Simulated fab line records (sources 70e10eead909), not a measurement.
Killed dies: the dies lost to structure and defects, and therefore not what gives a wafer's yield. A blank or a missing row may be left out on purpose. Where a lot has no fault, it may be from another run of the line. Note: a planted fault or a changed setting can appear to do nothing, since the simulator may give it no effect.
Which tool is to blame?    flow nand-harc    12 lots, 36 wafers sampled, at 2 steps of a route of 1159

== WHAT THE GAUGES READ, wafer by wafer ==
NHARC_A_SGD_CUT_CD_MEAS_09: target cd 100 nm.
lot   measured      on         cd-nm (nm)
L257  day 14 05:53  cd-sem-03  100.8 100.0 100.6
L259  day 14 22:35  cd-sem-03  100.0 101.0 99.8
L262  day 15 02:13  cd-sem-01  100.1 99.8 101.3
L264  day 15 19:59  cd-sem-02  99.8 99.7 99.4
L266  day 16 00:35  cd-sem-03  101.8 100.7 99.8
L265  day 16 01:50  cd-sem-02  99.9 100.4 99.8
L270  day 17 02:10  cd-sem-03  100.4 99.6 100.4
L271  day 17 02:19  cd-sem-02  100.8 99.8 100.3
L269  day 17 14:55  cd-sem-01  99.4 100.8 100.7
L275  day 17 21:31  cd-sem-02  100.8 99.9 100.6
L278  day 18 19:24  cd-sem-02  99.0 100.2 99.6
L277  day 18 19:43  cd-sem-02  100.0 100.3 100.3

NHARC_A_SGD_CUT_INSPECT_11.
lot   measured      on                 raw-defect-count
L257  day 14 06:01  defect-inspect-02  6 5 7
L259  day 14 22:42  defect-inspect-02  22 16 25
L262  day 15 02:21  defect-inspect-02  4 13 11
L264  day 15 20:07  defect-inspect-02  22 16 18
L266  day 16 00:43  defect-inspect-02  21 23 28
L265  day 16 01:58  defect-inspect-01  21 26 21
L270  day 17 02:17  defect-inspect-02  18 33 27
L271  day 17 02:26  defect-inspect-02  10 14 13
L269  day 17 15:02  defect-inspect-02  6 13 12
L275  day 17 21:38  defect-inspect-02  23 28 33
L278  day 18 19:31  defect-inspect-01  10 9 13
L277  day 18 19:50  defect-inspect-02  22 27 24

== WHICH TOOL RAN EACH LOT (tool, then ch and the chambers of the sampled wafers, then the start) ==
There is no process step in the record ahead of these readings.

== WHAT THE TOOLS THEMSELVES READ (means of the sampled wafers that have a number; where no wafer has one, the mark that the record gives instead) ==
The record holds no such reading with a usual standard deviation.

== THE ANSWER, worked out from the rows above alone ==
Rule: what is usual is taken from the lots themselves. The widest of any qualifying gaps counts: lots, ordered by their means at a reading, are off when they make up no more than a third of the lots, leave a main group of 4 or more, and stand apart from it by 3 or more times the standard deviation of that group's means. Not used: any main group whose means are identical at the precision the tables above print for the reading. Also off: a lot with no number at a reading for which 4 or more lots have one. All remaining lots with rows at the step are treated as sound. First the gauges in route order, then the tools' own readings, where a lot's mean is used as printed above. The first step at which some lot is off is used, and at that step the reading that is off furthest; a lot without a number counts as furthest.
No lot is off on any of the readings shown, so nothing can be concluded from this.

== WHAT HAD BEEN PUT IN BY THE SIMULATOR ==
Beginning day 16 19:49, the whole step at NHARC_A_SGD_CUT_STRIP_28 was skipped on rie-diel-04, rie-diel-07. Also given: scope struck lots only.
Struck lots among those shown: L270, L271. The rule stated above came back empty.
